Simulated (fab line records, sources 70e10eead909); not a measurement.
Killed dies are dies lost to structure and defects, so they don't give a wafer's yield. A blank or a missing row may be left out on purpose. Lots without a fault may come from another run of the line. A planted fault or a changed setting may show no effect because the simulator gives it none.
Which tool did it? | flow nand_harc | 7 lots, 21 wafers sampled, at 5 steps of a route of 1302

WHAT THE GAUGES READ, wafer by wafer
NHARC_END_SORT_01.
lot  | measured     | on        | killed_at_array
L568 | day 31 11:38 | prober-01 | 33 32 34

WHICH TOOL RAN EACH LOT (tool, then ch and the chambers of the sampled wafers, then the start)
lot  | NHARC_P_GATE_SPUTTER_78      | NHARC_A_M1_CMP_23             | NHARC_A_BONDPAD_DEP_00          | NHARC_THIN_TSV_PRE_CLEAN_54
L552 | pvd_sputter-03, day 6 02:25  | cmp-03 ch 1,2, day 23 18:04   | pecvd-03 ch 0,1, day 23 19:17   | pvd_sputter-02, day 24 17:27
L555 | pvd_sputter-02, day 7 09:04  | cmp-03 ch 0,1,2, day 24 07:38 | pecvd-03 ch 0,1,2, day 24 08:50 | pvd_sputter-03, day 25 07:29
L559 | pvd_sputter-01, day 9 13:16  | cmp-04 ch 0,3, day 26 22:01   | pecvd-02 ch 0,2, day 26 23:11   | pvd_sputter-01, day 27 21:13
L562 | pvd_sputter-03, day 10 06:02 | cmp-03 ch 1,2, day 27 03:05   | pecvd-02 ch 0,1,2, day 27 04:16 | pvd_sputter-03, day 28 02:38
L565 | pvd_sputter-03, day 11 20:46 | cmp-03 ch 0,2,3, day 28 23:53 | pecvd-01 ch 1,2, day 29 01:03   | pvd_sputter-02, day 29 23:43
L568 | pvd_sputter-03, day 12 20:09 | -                             | -                               | -
L571 | pvd_sputter-01, day 14 01:20 | cmp-01 ch 2,3, day 30 19:31   | pecvd-03 ch 1,2, day 30 20:41   | pvd_sputter-01, day 31 18:29
- NHARC_P_GATE_SPUTTER_78: material Ni, target thk 10 nm.
- NHARC_A_M1_CMP_23: polishes, t overpolish 20 s, target thk 154.34 nm.
- NHARC_A_BONDPAD_DEP_00: deposits SiCN, target thk 250 nm.
- NHARC_THIN_TSV_PRE_CLEAN_54: time 30 s.

THE ANSWER, worked out from the rows above alone
Rule: what is usual is taken from the lots themselves. Put in order of their means at a reading, lots are off if they are a third of the lots or fewer, leave a main group of 4 or more, and stand apart from it by a gap of 3 or more times the standard deviation of the main group's means; of several such gaps the widest counts. A main group whose means are all the same, to the digits that the tables above print for the reading, isn't used. A lot without any number at a reading at which 4 lots or more have one is off too. The other lots that the step has rows for count as sound.
No lot is off at any reading shown: from this, nothing can be told.

WHAT THE SIMULATOR HAD PUT IN
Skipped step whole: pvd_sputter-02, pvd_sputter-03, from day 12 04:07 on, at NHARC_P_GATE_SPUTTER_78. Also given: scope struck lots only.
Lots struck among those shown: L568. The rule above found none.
